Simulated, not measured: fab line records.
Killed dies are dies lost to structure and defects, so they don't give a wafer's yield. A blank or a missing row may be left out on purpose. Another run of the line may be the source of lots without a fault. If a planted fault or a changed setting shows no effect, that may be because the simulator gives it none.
Code-filled problem report in 8D (eight disciplines) form | flow n5-finfet | the parts of the form that need people (team, actions taken, sign-off) are left out

## 1. THE PROBLEM
Wafers without a fault read 15000 W, standard deviation 2.8; cathode-dc-power-W at N5_BEOL_M15_SPUTTER_43 reads a mean of 12372 W on 2 wafers belonging to 2 lots. So: -99 or more standard deviations from the usual mean.
The step: material TaN, target thk 15 nm, time 24.19 s.
Earliest sighting: wafer L993.4 on pvd-sputter-02 at day 14 15:04. At this step, 29 wafers from 10 lots have a number in the record. Rule for "out" (also "out of limits"): further than 4 standard deviations from the usual mean. The other wafers with a number count as sound.

## 2. WHAT IT IS; WHAT IT IS NOT
question                    | is                 | is not
which readings at this step | cathode-dc-power-W | throttle-valve-pct
which lots                  | L993, L995         | L102, L105, L106, L984, L985, L986, L987, L989
which wafers of those lots  | L993.4, L995.2     | L993.2, L993.3, L995.4, L995.5
read on which tools         | pvd-sputter-02     | pvd-sputter-01, pvd-sputter-03
when                        | from day 14 15:04  | up to then (17 sound wafers); but 10 sound wafers of L102, L105, L106, L995 came after

## 3. WHAT RULES OUT EACH SUSPECT
Counting: any tool at a process step up to the reading remains a suspect provided it ran every lot that is out. Sound lots after the first of them don't rule it out here, since some wafers of a struck lot are sound.
- pvd-sputter-02 at N5_BEOL_M15_SPUTTER_43 (material TaN, target thk 15 nm, time 24.19 s): kept. Ran every lot that is out, first one L993 (day 14 15:04); last sound lot up to then L987 (day 12 22:58). Its own cathode-dc-power-W readings are out on those wafers.
The count leaves pvd-sputter-02 at N5_BEOL_M15_SPUTTER_43.

## 4. THE CAUSE (what the simulator had put in)
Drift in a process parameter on pvd-sputter-02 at N5_BEOL_M15_SPUTTER_43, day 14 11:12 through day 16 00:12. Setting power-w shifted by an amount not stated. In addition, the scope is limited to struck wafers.
After counting, this tool was the only one left.

## 5. THE EFFECT CHAIN, in route order
Rows list readings where the struck wafers' mean (over those with a number) sits beyond 3 standard deviations from the usual. Scope: only readings with a usual standard deviation given in the record; hours: median across lots of the time from each lot's start at the first step in this table that gives one to its start at this step; sigmas: change in usual standard deviations.
hours | step                   | reading                  | usual   | on struck wafers | change | sigmas
0     | N5_BEOL_M15_SPUTTER_43 | cathode-dc-power-W       | 15000 W | 12372            | -2628  | -99 or more
1     | N5_BEOL_M15_CMP_49     | barrier-field-endpoint-s | 11.43 s | 10.39            | -1.04  | -3.6
It contains these process steps:
- N5_BEOL_M15_SPUTTER_43: material TaN, target thk 15 nm, time 24.19 s.
- N5_BEOL_M15_CMP_49: polishes, stops on SiO2, t overpolish 4.9 s, target thk 850 nm.

## 6. WHAT WOULD HAVE CAUGHT IT SOONER
In this record the first reading out of limits was taken at day 14 15:04, 4 hours after the fault began at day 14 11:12.
